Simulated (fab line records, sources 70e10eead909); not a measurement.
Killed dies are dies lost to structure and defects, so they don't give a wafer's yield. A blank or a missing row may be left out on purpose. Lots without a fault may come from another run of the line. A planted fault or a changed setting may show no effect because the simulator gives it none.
Chamber matching | flow nand_harc | NHARC_A_STAIRCASE_TRIM_187 on rie_diel-13: 4 sister chambers
The step chemistry O2, time 211.2 s. 18 wafers are shown with their chamber, then 9 later ones without.

WAFERS WITH THEIR CHAMBER
wafer  | chamber | showerhead_plenum_p_Torr (Torr) | drypump_motor_current_A (A) | rf_vpp_V (V)
L074.1 | 1       | 3.56                            | 5.6                         | 58.5
L074.3 | 0       | 3.38                            | 5.1                         | 57.6
L074.4 | 2       | 3.41                            | 5.7                         | 57.3
L075.3 | 2       | 3.40                            | 5.7                         | 56.7
L075.4 | 1       | 3.55                            | 5.6                         | 58.3
L075.5 | 0       | 3.38                            | 5.1                         | 56.5
L076.1 | 2       | 3.40                            | 5.8                         | 58.0
L076.2 | 0       | 3.38                            | 5.1                         | 57.2
L076.6 | 3       | 3.59                            | 5.6                         | 58.7
L080.1 | 1       | 3.55                            | 5.6                         | 59.4
L080.4 | 3       | 3.58                            | 5.7                         | 58.6
L080.5 | 2       | 3.40                            | 5.7                         | 57.5
L088.2 | 2       | 3.39                            | 5.7                         | 57.3
L088.3 | 1       | 3.54                            | 5.6                         | 59.0
L088.4 | 0       | 3.37                            | 5.1                         | 56.7
L085.3 | 3       | 3.57                            | 5.7                         | 58.2
L085.4 | 2       | 3.39                            | 5.7                         | 58.0
L085.5 | 1       | 3.54                            | 5.6                         | 58.8

SIGNATURES (means of the wafers above)
reading                  | chamber 0 | chamber 1 | chamber 2 | chamber 3 | scatter within a chamber
showerhead_plenum_p_Torr | 3.3775    | 3.5480    | 3.3983    | 3.5800    | 0.00774
drypump_motor_current_A  | 5.100     | 5.600     | 5.717     | 5.667     | 0.0327
rf_vpp_V                 | 57.000    | 58.800    | 57.467    | 58.500    | 0.45
Rule: a wafer's distance from a chamber is the root of the sum, over the readings, of the square of ((its reading less the chamber's mean) divided by the reading's scatter). The wafer belongs to the nearest chamber; if the next one is less than 2 further off, it can't be placed. The scatter: the root of (the sum of the squares of (reading less its chamber's mean) over the shown wafers, divided by (wafers less chambers)).

WAFERS WITHOUT THEIR CHAMBER
wafer  | showerhead_plenum_p_Torr (Torr) | drypump_motor_current_A (A) | rf_vpp_V (V)
L090.2 | 3.57                            | 5.7                         | 58.8
L090.4 | 3.54                            | 5.6                         | 58.4
L090.6 | 3.39                            | 5.7                         | 57.7
L091.1 | 3.39                            | 5.6                         | 58.4
L091.2 | 3.57                            | 5.7                         | 59.2
L091.6 | 3.36                            | 5.1                         | 57.1
L096.3 | 3.36                            | 5.1                         | 56.9
L096.4 | 3.56                            | 5.7                         | 57.3
L096.5 | 3.53                            | 5.6                         | 56.4

WHICH CHAMBER EACH WENT THROUGH
wafer  | from the rows above     | in truth
L090.2 | 3                       | 3
L090.4 | 1                       | 1
L090.6 | 2                       | 2
L091.1 | 2                       | 2
L091.2 | 3                       | 3
L091.6 | 0                       | 0
L096.3 | 0                       | 0
L096.4 | can't be placed: 3 or 1 | 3
L096.5 | 1                       | 1
Placed correctly: 8 of 9. Can't be placed from these rows: 1 (the true chamber is among the candidates in 1). Placed wrongly: 0.
